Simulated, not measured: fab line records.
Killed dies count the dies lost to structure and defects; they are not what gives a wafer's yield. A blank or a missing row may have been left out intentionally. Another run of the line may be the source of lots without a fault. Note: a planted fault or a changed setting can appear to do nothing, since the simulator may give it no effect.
Chamber matching :: flow nandHarc :: rieSi-02 running NHARC_A_DECK1_JOINT_ETCHBACK_07: 4 sister chambers
The step etches the open film in HBr, target depth 105 nm, time 26.9 s. 4 wafers are shown with their chamber, then 10 later ones without.

## WAFERS, EACH WITH ITS CHAMBER
wafer: L082.4
chamber: 0
drypumpMotorCurrentA (A): 5.2

wafer: L083.6
chamber: 1
drypumpMotorCurrentA (A): 6.1

wafer: L084.2
chamber: 2
drypumpMotorCurrentA (A): 6.5

wafer: L084.3
chamber: 3
drypumpMotorCurrentA (A): 5.5

## WAFERS MISSING THEIR CHAMBER
wafer: L084.5
drypumpMotorCurrentA (A): 6.5

wafer: L087.1
drypumpMotorCurrentA (A): 6.0

wafer: L087.2
drypumpMotorCurrentA (A): 5.4

wafer: L087.6
drypumpMotorCurrentA (A): 6.4

wafer: L094.1
drypumpMotorCurrentA (A): 6.1

wafer: L094.2
drypumpMotorCurrentA (A): 5.5

wafer: L094.4
drypumpMotorCurrentA (A): 6.4

wafer: L095.2
drypumpMotorCurrentA (A): 5.2

wafer: L095.3
drypumpMotorCurrentA (A): 5.5

wafer: L095.6
drypumpMotorCurrentA (A): 5.5

## EACH ONE'S CHAMBER
wafer: L084.5
from the rows above: 2
in truth: 2

wafer: L087.1
from the rows above: 1
in truth: 1

wafer: L087.2
from the rows above: can't be placed: 3 or 0
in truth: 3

wafer: L087.6
from the rows above: 2
in truth: 2

wafer: L094.1
from the rows above: 1
in truth: 1

wafer: L094.2
from the rows above: 3
in truth: 3

wafer: L094.4
from the rows above: 2
in truth: 2

wafer: L095.2
from the rows above: 0
in truth: 0

wafer: L095.3
from the rows above: 3
in truth: 3

wafer: L095.6
from the rows above: 3
in truth: 3
Correctly placed: 9 of 10. Can't be placed from these rows: 1 (the true chamber is among the candidates in 1). 0 placed wrongly.
How it was worked out, from the rows above alone: a wafer's distance from a chamber is the root of the sum, over the readings, of the square of ((its reading less the chamber's mean) divided by the reading's scatter). If the next closest chamber is less than 2 further off than the closest, the wafer can't be placed; otherwise it belongs to the closest. Each chamber's mean is taken over the wafers shown for it. The scatter (one wafer shown for each chamber): square how far every hidden wafer sits from the nearest shown wafer, average those squares and take the square root.
